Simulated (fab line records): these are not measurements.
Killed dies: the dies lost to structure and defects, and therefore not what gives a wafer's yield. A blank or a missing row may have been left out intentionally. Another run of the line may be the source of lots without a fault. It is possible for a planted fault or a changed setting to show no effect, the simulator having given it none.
Chamber matching :: flow n5-finfet :: N5_SD_EPI_N_LINER_46 on ald-sin-03: 4 sister chambers
The step material SiNx, target thk 3 nm. 20 wafers are shown with their chamber, then 10 later ones without.

EACH WAFER AND ITS CHAMBER
wafer: L074.2
chamber: 0
heater-power-w (W): 888

wafer: L074.3
chamber: 2
heater-power-w (W): 926

wafer: L074.5
chamber: 3
heater-power-w (W): 851

wafer: L078.1
chamber: 3
heater-power-w (W): 856

wafer: L078.2
chamber: 1
heater-power-w (W): 887

wafer: L078.6
chamber: 2
heater-power-w (W): 903

wafer: L080.3
chamber: 3
heater-power-w (W): 872

wafer: L080.4
chamber: 1
heater-power-w (W): 894

wafer: L080.6
chamber: 0
heater-power-w (W): 862

wafer: L081.2
chamber: 0
heater-power-w (W): 891

wafer: L081.5
chamber: 1
heater-power-w (W): 885

wafer: L081.6
chamber: 0
heater-power-w (W): 862

wafer: L083.2
chamber: 1
heater-power-w (W): 869

wafer: L083.5
chamber: 1
heater-power-w (W): 869

wafer: L083.6
chamber: 2
heater-power-w (W): 963

wafer: L086.2
chamber: 3
heater-power-w (W): 886

wafer: L086.4
chamber: 0
heater-power-w (W): 861

wafer: L086.6
chamber: 3
heater-power-w (W): 865

wafer: L087.2
chamber: 3
heater-power-w (W): 888

wafer: L087.5
chamber: 3
heater-power-w (W): 868

SIGNATURES, as means of the wafers listed above
reading: heater-power-w
chamber 0: 872.80
chamber 1: 880.80
chamber 2: 930.67
chamber 3: 869.43
scatter within a chamber: 16.7
Rule: a wafer lies at a distance from a chamber equal to the root of the sum of squares, over the readings, of (its reading less the chamber's mean, divided by the reading's scatter). The wafer belongs to the nearest chamber; if the next one is less than 2 further off, it can't be placed. How the scatter is found: for the shown wafers, subtract from each reading the mean of its chamber, square and add these, divide the total by (wafers less chambers), then take the root.

WAFERS WITH NO CHAMBER GIVEN
wafer: L087.6
heater-power-w (W): 922

wafer: L090.2
heater-power-w (W): 883

wafer: L090.4
heater-power-w (W): 875

wafer: L090.6
heater-power-w (W): 920

wafer: L091.2
heater-power-w (W): 939

wafer: L091.4
heater-power-w (W): 867

wafer: L091.6
heater-power-w (W): 954

wafer: L092.3
heater-power-w (W): 884

wafer: L092.4
heater-power-w (W): 872

wafer: L092.5
heater-power-w (W): 901

THE CHAMBER EACH PASSED THROUGH
wafer: L087.6
from the rows above: can't be placed: 2 or 1
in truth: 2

wafer: L090.2
from the rows above: can't be placed: 1 or 0 or 3
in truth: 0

wafer: L090.4
from the rows above: can't be placed: 0 or 3 or 1
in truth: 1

wafer: L090.6
from the rows above: can't be placed: 2 or 1
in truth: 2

wafer: L091.2
from the rows above: 2
in truth: 2

wafer: L091.4
from the rows above: can't be placed: 3 or 0 or 1
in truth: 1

wafer: L091.6
from the rows above: 2
in truth: 2

wafer: L092.3
from the rows above: can't be placed: 1 or 0 or 3
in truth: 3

wafer: L092.4
from the rows above: can't be placed: 0 or 3 or 1
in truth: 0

wafer: L092.5
from the rows above: can't be placed: 1 or 0 or 2 or 3
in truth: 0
2 of 10 placed correctly. Can't be placed from these rows: 8 (the true chamber is among the candidates in 8). 0 placed wrongly.
